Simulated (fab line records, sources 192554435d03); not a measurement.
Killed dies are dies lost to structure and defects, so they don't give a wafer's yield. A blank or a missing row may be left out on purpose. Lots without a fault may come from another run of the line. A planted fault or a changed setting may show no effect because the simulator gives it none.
One fault seen from 3 desks | flow n5_finfet | each desk has only its own numbers; what lay behind them comes last

THE DEFECT DESK
What the inspections along the route counted, lot by lot: means of the sampled wafers that have a number. A lot is out of limits, marked OUT, if its mean lies more than 4 standard deviations from the usual mean; the brackets give that distance.
Columns: A = raw_defect_count at N5_BEOL_M9_INSPECT_13, usual 421
lot  | first seen here | A
L573 | day 11 14:11    | 349
L576 | day 12 02:20    | 412
L578 | day 12 20:41    | 345
L579 | day 13 05:00    | 391
L582 | day 13 14:17    | 373
L583 | day 14 06:35    | 366
L586 | day 15 07:05    | 440
L588 | day 15 21:13    | 411
L591 | day 16 14:14    | 346
L593 | day 16 22:18    | 499
This desk's finding: nothing out of limits on any of the 10 lots.

THE TOOL OWNER'S DESK: euv_scanner-01
The tool's own readings at N5_BEOL_M9_EXPOSE_25 (exposes mask V8): means of the sampled wafers that have a number, for each lot that ran on this tool. A lot is out of limits, marked OUT, if its mean lies more than 4 standard deviations from the usual mean; the brackets give that distance.
Columns: A = exposure_dose_mJ_cm2 at N5_BEOL_M9_EXPOSE_25, usual 37.30
lot  | first seen here | A
L573 | day 11 15:41    | 37.19
L576 | day 12 05:29    | 37.14
L579 | day 13 06:49    | 37.11
L582 | day 13 15:34    | 37.13
L583 | day 14 08:05    | 37.16
L588 | day 15 23:10    | 35.10 (-7.3) OUT
L593 | day 16 23:26    | 35.78 (-5.1) OUT
This desk's finding: out of limits on L588, L593; first on L588, day 15 23:10 (exposure_dose_mJ_cm2 at N5_BEOL_M9_EXPOSE_25). In limits: L573, L576, L579, L582, L583.

THE METROLOGY DESK
What the gauges read, lot by lot, whatever tool the lot ran on: means of the sampled wafers that have a number. A lot is out of limits, marked OUT, if its mean lies more than 4 standard deviations from the usual mean; the brackets give that distance.
Columns: A = cd_nm at N5_BEOL_M9_CD_MEAS_11, usual 64.2 nm; B = cd_nm at N5_BEOL_M9_CD_MEAS_28, usual 70.00 nm
lot  | first seen here | A    | B
L573 | day 11 14:07    | 62.6 | 70.09
L576 | day 12 02:17    | 64.3 | 69.95
L578 | day 12 20:38    | 63.4 | 69.98
L579 | day 13 04:56    | 65.0 | 70.13
L582 | day 13 14:14    | 63.7 | 69.87
L583 | day 14 06:32    | 64.5 | 70.00
L586 | day 15 07:02    | 64.2 | 69.94
L588 | day 15 21:09    | 64.1 | 67.54 (-11) OUT
L591 | day 16 14:10    | 63.2 | 69.87
L593 | day 16 22:15    | 64.6 | 68.24 (-7.7) OUT
This desk's finding: out of limits on L588, L593; first on L588, day 15 23:17 (cd_nm at N5_BEOL_M9_CD_MEAS_28). In limits: L573, L576, L578, L579, L582, L583, L586, L591.

PUT TOGETHER
The tool owner's desk could have raised an alarm at day 15 23:10, on L588, L593.
The metrology desk could have raised an alarm at day 15 23:17, on L588, L593.
The defect desk saw nothing out of limits.
The defect desk has L588, L593 on record, within its limits.
Of the lots named, all ran N5_BEOL_M9_EXPOSE_25 on euv_scanner-01.

WHAT THE SIMULATOR HAD PUT IN
Process parameter drift: euv_scanner-01, from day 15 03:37 on, at N5_BEOL_M9_EXPOSE_25. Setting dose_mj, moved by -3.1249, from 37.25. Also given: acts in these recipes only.
Lots struck among those shown: L588, L593.
Hours from the fault's start to each desk's first reading out of limits: the tool owner's desk, 20; the metrology desk, 20.
